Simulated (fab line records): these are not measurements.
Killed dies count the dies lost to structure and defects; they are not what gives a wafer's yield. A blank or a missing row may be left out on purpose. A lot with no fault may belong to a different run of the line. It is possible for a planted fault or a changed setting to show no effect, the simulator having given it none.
Lot-split experiment	flow n5_finfet	39 wafers read from 7 lots, route of 1938 steps

ABOUT THE SPLIT
At N5_PMOS_HMC_CHANNEL_EPI_EPI_20 (deposits SiGe30, target thk 59 nm), the setting temp_c was moved away from the recipe's 600 C on 15 of the 39 wafers read, by -0.7% to +1.0%. All remaining wafers had this setting at the recipe value.

The reading is taken at the split's own step.

THE READING
SiGe30_of_PMOS_HMC_CHANNEL_EPI_EPI_20.thk_nm (the simulator's own value, which no gauge read), in nm, at N5_PMOS_HMC_CHANNEL_EPI_EPI_20 (deposits SiGe30, target thk 59 nm). There is no usual value for it anywhere in the file. Here, 24 wafers ran the recipe; their average is 59.29 nm with a standard deviation of 0.5 nm.

wafer	tool, chamber at the split	temp_c as run, C	against the recipe	SiGe30_of_PMOS_HMC_CHANNEL_EPI_EPI_20.thk_nm, nm	against lot-mates on the recipe
L074.1	epi_rpcvd-02, 0	600	recipe	59.22	-
L074.2	epi_rpcvd-02, 0	596.9	-0.5%	55.93	-3.41
L074.3	epi_rpcvd-02, 0	596.9	-0.5%	56.35	-2.99
L074.4	epi_rpcvd-02, 0	600	recipe	59.87	-
L074.5	epi_rpcvd-02, 0	600	recipe	58.92	-
L074.6	epi_rpcvd-02, 0	596.9	-0.5%	55.99	-3.35
L079.1	epi_rpcvd-03, 0	600	recipe	59.45	-
L079.2	epi_rpcvd-03, 0	600	recipe	58.97	-
L079.3	epi_rpcvd-03, 0	600	recipe	59.24	-
L086.1	epi_rpcvd-03, 0	595.7	-0.7%	56.12	-3.94
L086.2	epi_rpcvd-03, 0	595.7	-0.7%	55.49	-4.57
L086.3	epi_rpcvd-03, 0	595.7	-0.7%	55.8	-4.26
L086.4	epi_rpcvd-03, 0	600	recipe	59.72	-
L086.5	epi_rpcvd-03, 0	600	recipe	60.61	-
L086.6	epi_rpcvd-03, 0	600	recipe	59.84	-
L090.1	epi_rpcvd-03, 0	603.9	+0.6%	62.75	+3.88
L090.2	epi_rpcvd-03, 0	603.9	+0.6%	62.81	+3.94
L090.3	epi_rpcvd-03, 0	600	recipe	59.12	-
L090.4	epi_rpcvd-03, 0	603.9	+0.6%	62.91	+4.04
L090.5	epi_rpcvd-03, 0	600	recipe	58.63	-
L090.6	epi_rpcvd-03, 0	600	recipe	58.85	-
L094.1	epi_rpcvd-02, 0	600	recipe	59.66	-
L094.2	epi_rpcvd-02, 0	600	recipe	58.87	-
L094.3	epi_rpcvd-02, 0	600	recipe	59.04	-
L094.4	epi_rpcvd-02, 0	600	recipe	60.06	-
L094.5	epi_rpcvd-02, 0	600	recipe	59.67	-
L094.6	epi_rpcvd-02, 0	600	recipe	58.37	-
L095.1	epi_rpcvd-03, 0	606.3	+1.0%	65.87	+6.70
L095.2	epi_rpcvd-03, 0	606.3	+1.0%	66.62	+7.45
L095.3	epi_rpcvd-03, 0	600	recipe	58.89	-
L095.4	epi_rpcvd-03, 0	606.3	+1.0%	66.39	+7.22
L095.5	epi_rpcvd-03, 0	600	recipe	59.51	-
L095.6	epi_rpcvd-03, 0	600	recipe	59.1	-
L097.1	epi_rpcvd-02, 0	600	recipe	59.47	-
L097.2	epi_rpcvd-02, 0	600	recipe	58.91	-
L097.3	epi_rpcvd-02, 0	600	recipe	58.86	-
L097.4	epi_rpcvd-02, 0	605.4	+0.9%	64.54	+5.46
L097.5	epi_rpcvd-02, 0	605.4	+0.9%	64.32	+5.24
L097.6	epi_rpcvd-02, 0	605.4	+0.9%	65.1	+6.02

THE FIT
A straight line over all 39 wafers: SiGe30_of_PMOS_HMC_CHANNEL_EPI_EPI_20.thk_nm changes by +5.94 nm for each +1% of temp_c; r = +0.98; the points scatter about the line by 0.54 nm.
The same after taking each lot's own level away (the mean of its wafers on the recipe; 39 wafers): +6.34 nm for each +1%; r = +0.99; scatter 0.39 nm.
Per that fit: largest temp_c move, reading shift of 6.7 nm.
Measured against the standard deviation above, the lots' own levels, which go from 58.867 to 60.057 nm, span 2.4 times it.
So the lot-to-lot level changes the slope little: the two slopes agree.
Check: for one of the wafers moved furthest among these (+1.0%), held out of the fit, the line's prediction against its lot-mates is +6.69 nm. Against them it came out at +6.7 nm.

FILE'S OWN FIT
SiGe30_of_PMOS_HMC_CHANNEL_EPI_EPI_20.thk_nm changes by +6.35 nm for each +1% of temp_c, r = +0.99.
